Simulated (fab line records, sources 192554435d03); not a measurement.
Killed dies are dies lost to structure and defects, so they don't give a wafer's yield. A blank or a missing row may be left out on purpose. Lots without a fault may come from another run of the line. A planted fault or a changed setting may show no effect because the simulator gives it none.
Chamber matching | flow n5_finfet | N5_BEOL_M12_CMP_49 on cmp-02: 4 sister chambers
The step polishes, stops on SiOC, t overpolish 20.6 s, target thk 320 nm. 8 wafers are shown with their chamber, then 7 later ones without.

WAFERS WITH THEIR CHAMBER
wafer  | chamber | motor_current_A (A) | barrier_field_endpoint_s (s)
L076.1 | 3       | 6.2                 | 31.3
L079.4 | 3       | 6.2                 | 30.4
L081.1 | 1       | 7.0                 | 30.3
L081.4 | 0       | 5.9                 | 28.9
L083.1 | 1       | 6.8                 | 30.8
L083.5 | 2       | 6.1                 | 30.2
L089.1 | 2       | 5.7                 | 30.2
L089.4 | 0       | 5.9                 | 29.5

WAFERS WITHOUT THEIR CHAMBER
wafer  | motor_current_A (A) | barrier_field_endpoint_s (s)
L089.5 | 5.9                 | 30.1
L087.1 | 7.1                 | 29.7
L087.5 | 6.0                 | 30.3
L087.6 | 5.9                 | 30.5
L092.2 | 6.2                 | 29.9
L092.4 | 7.0                 | 31.4
L092.5 | 6.2                 | 29.8

WHICH CHAMBER EACH WENT THROUGH
wafer  | from the rows above          | in truth
L089.5 | can't be placed: 2 or 0      | 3
L087.1 | 1                            | 1
L087.5 | can't be placed: 2 or 3      | 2
L087.6 | can't be placed: 2 or 3      | 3
L092.2 | can't be placed: 2 or 3 or 0 | 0
L092.4 | 1                            | 1
L092.5 | can't be placed: 2 or 0 or 3 | 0
Placed correctly: 2 of 7. Can't be placed from these rows: 5 (the true chamber is among the candidates in 4). Placed wrongly: 0.
How it was worked out, from the rows above alone: a wafer's distance from a chamber is the root of the sum, over the readings, of the square of ((its reading less the chamber's mean) divided by the reading's scatter). The wafer belongs to the nearest chamber; if the next one is less than 2 further off, it can't be placed. A chamber's mean is the mean of its shown wafers. The scatter: the root of (the sum of the squares of (reading less its chamber's mean) over the shown wafers, divided by (wafers less chambers)).
